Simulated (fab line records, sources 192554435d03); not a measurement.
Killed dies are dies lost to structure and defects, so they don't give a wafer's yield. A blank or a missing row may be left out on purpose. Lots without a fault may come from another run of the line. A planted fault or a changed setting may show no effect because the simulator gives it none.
Problem report in the 8D (eight disciplines) form, filled by code | flow n5_finfet | the parts of the form that need people (team, actions taken, sign-off) are left out

1. THE PROBLEM
raw_defect_count at N5_BEOL_M7_INSPECT_30 reads a mean of 1843 on 5 wafers of 3 lots; wafers without a fault read 400 with a standard deviation of 95. That is +15 standard deviations from the usual mean.
The step: inspects for defects (brightfield).
First seen on wafer L431.2, day 11 17:17, on defect_inspect-02. The record holds 15 wafers of 5 lots with a number at this step. Rule for "out", or "out of limits": more than 4 standard deviations from the usual mean. The other wafers with a number count as sound.

2. WHAT IT IS AND WHAT IT IS NOT
question                    | is                                     | is not
which readings at this step | raw_defect_count                       | -
which lots                  | L431, L432, L434                       | L429, L442
which wafers of those lots  | L431.2, L431.3, L432.1, L432.3, L434.5 | L431.6, L432.4, L434.1, L434.3
read on which gauges        | defect_inspect-01, defect_inspect-02   | -
when                        | from day 11 17:17                      | up to then (4 sound wafers); but 6 sound wafers of L432, L434, L442 came after

3. SUSPECTS, AND WHAT RULES EACH OUT
Counting: a tool at a process step up to the reading stays a suspect if it ran every lot that is out. Sound lots after the first of them don't rule it out here, since some wafers of a struck lot are sound.
- the gauge at N5_BEOL_M7_INSPECT_30: ruled out. The wafers that are out were read on 2 gauges (defect_inspect-01, defect_inspect-02).
- rie_metal-02 at N5_BEOL_M7_HM_OPEN_17 (chemistry Cl2/BCl3, target TiN, target depth 20 nm, overetch 6 nm): kept. It ran every lot that is out, first L431 (day 11 13:50); its last sound lot up to then is L429 (day 11 02:00).
- Within rie_metal-02 at N5_BEOL_M7_HM_OPEN_17: the wafers that are out ran in chamber 0; their sound lot-mates ran in chamber 1.
Left after counting: rie_metal-02 at N5_BEOL_M7_HM_OPEN_17.

4. THE CAUSE (what the simulator had put in)
Chamber particle source: rie_metal-02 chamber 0, from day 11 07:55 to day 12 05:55, at N5_BEOL_M7_HM_OPEN_17. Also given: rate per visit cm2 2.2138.
Counting left only this tool.

5. THE CHAIN OF EFFECTS, in route order
Each row: a reading whose mean over the struck wafers that have a number lies more than 3 standard deviations from the usual. Only readings for which the record gives a usual standard deviation are gone through. hours: the time from each lot's start at the first step in this table that gives one to its start at this step, as a median over the lots. sigmas: the change in usual standard deviations.
hours | step                    | reading              | usual  | on struck wafers | change | sigmas
0     | N5_BEOL_M7_INSPECT_30   | raw_defect_count     | 400    | 1843             | +1443  | +15
85    | N5_PASSIVATION_PROBE_49 | defect_limited_yield | 91.4 % | 77.6             | -13.8  | -8.7
85    | N5_PASSIVATION_PROBE_49 | killed_at_M4_up      | 12     | 172              | +160   | +34
85    | N5_PASSIVATION_PROBE_49 | killed_dies          | 102    | 265              | +163   | +9.0
85    | N5_PASSIVATION_PROBE_49 | sort_bin_5_function  | 5.1 %  | 12.9             | +7.8   | +8.1
85    | N5_PASSIVATION_PROBE_49 | sort_n_pass          | 1078   | 915              | -163   | -8.1
85    | N5_PASSIVATION_PROBE_49 | sort_yield_pct       | 91.3 % | 77.6             | -13.7  | -8.1
The process steps in it:
- N5_PASSIVATION_PROBE_49

6. WHAT WOULD HAVE CAUGHT IT SOONER
In this record the first reading out of limits at a measuring or inspecting step was taken at day 11 17:17, 9 hours after the fault began at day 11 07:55.
Of the tool readings at N5_BEOL_M7_HM_OPEN_17 for which the record gives a usual standard deviation, none was out on any struck wafer, so an alarm limit of 4 standard deviations on them would not have fired.
Of the lots that are out (3), L432, L434 began N5_BEOL_M7_HM_OPEN_17 on rie_metal-02 after day 11 17:17. A hold on the tool at that time would have spared those 2.
